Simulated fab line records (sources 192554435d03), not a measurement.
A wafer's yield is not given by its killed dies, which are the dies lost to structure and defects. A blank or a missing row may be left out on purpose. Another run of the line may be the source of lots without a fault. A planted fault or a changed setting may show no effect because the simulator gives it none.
Chamber matching    flow n5Finfet    N5_BEOL_M15_DEP_53 on pecvd-01: 3 sister chambers
The step deposits SiCN from 3MS/NH3, target thk 50 nm, time 17.8 s. 24 wafers are shown with their chamber, then 12 later ones without.

WAFERS WITH THEIR CHAMBER
wafer   chamber  throttleValvePct (%)  showerheadPlenumPTorr (Torr)  rfFwdPowerW (W)
L074.1  0        19.7                  4.173                         666
L074.4  0        19.4                  4.168                         667
L074.5  1        17.4                  4.142                         666
L076.1  1        17.3                  4.145                         670
L076.2  0        19.9                  4.176                         663
L076.4  2        17.5                  4.171                         663
L080.3  2        17.3                  4.180                         669
L080.5  1        17.1                  4.147                         671
L080.6  2        17.7                  4.174                         669
L081.2  0        19.5                  4.166                         664
L081.3  2        17.4                  4.167                         665
L081.4  1        17.1                  4.147                         670
L083.1  1        17.4                  4.151                         667
L083.2  0        20.0                  4.179                         663
L083.3  2        17.8                  4.176                         669
L082.2  0        19.8                  4.172                         663
L082.4  2        17.4                  4.170                         666
L082.6  0        19.8                  4.167                         663
L086.2  1        17.4                  4.144                         670
L086.3  0        19.7                  4.167                         665
L086.6  1        17.3                  4.152                         668
L087.1  2        17.5                  4.175                         668
L087.3  1        17.4                  4.147                         667
L087.6  0        19.6                  4.181                         665

SIGNATURES (averages over the wafers above)
reading                chamber 0  chamber 1  chamber 2  scatter within a chamber
throttleValvePct       19.711     17.300     17.514     0.169
showerheadPlenumPTorr  4.17211    4.14687    4.17329    0.00457
rfFwdPowerW            664.33     668.62     667.00     1.9
Rule: a wafer's distance from a chamber is the root of the sum, over the readings, of the square of ((its reading less the chamber's mean) divided by the reading's scatter). The wafer belongs to the nearest chamber; if the next one is less than 2 further off, it can't be placed. How the scatter is found: for the shown wafers, subtract from each reading the mean of its chamber, square and add these, divide the total by (wafers less chambers), then take the root.

WAFERS WITH NO CHAMBER GIVEN
wafer   throttleValvePct (%)  showerheadPlenumPTorr (Torr)  rfFwdPowerW (W)
L090.1  17.4                  4.150                         669
L090.3  19.8                  4.180                         665
L090.4  19.7                  4.163                         663
L088.1  19.5                  4.183                         662
L088.4  17.2                  4.134                         669
L088.6  17.6                  4.176                         662
L095.3  19.8                  4.169                         664
L095.4  17.2                  4.151                         670
L095.6  17.6                  4.166                         668
L097.1  17.9                  4.171                         667
L097.3  17.6                  4.169                         669
L097.5  17.8                  4.171                         669

THE CHAMBER EACH PASSED THROUGH
wafer   from the rows above  in truth
L090.1  1                    1
L090.3  0                    0
L090.4  0                    0
L088.1  0                    0
L088.4  1                    1
L088.6  2                    2
L095.3  0                    0
L095.4  1                    1
L095.6  2                    2
L097.1  2                    2
L097.3  2                    2
L097.5  2                    2
Correctly placed: 12 of 12. Not placeable from these rows: 0. Number placed wrongly: 0.
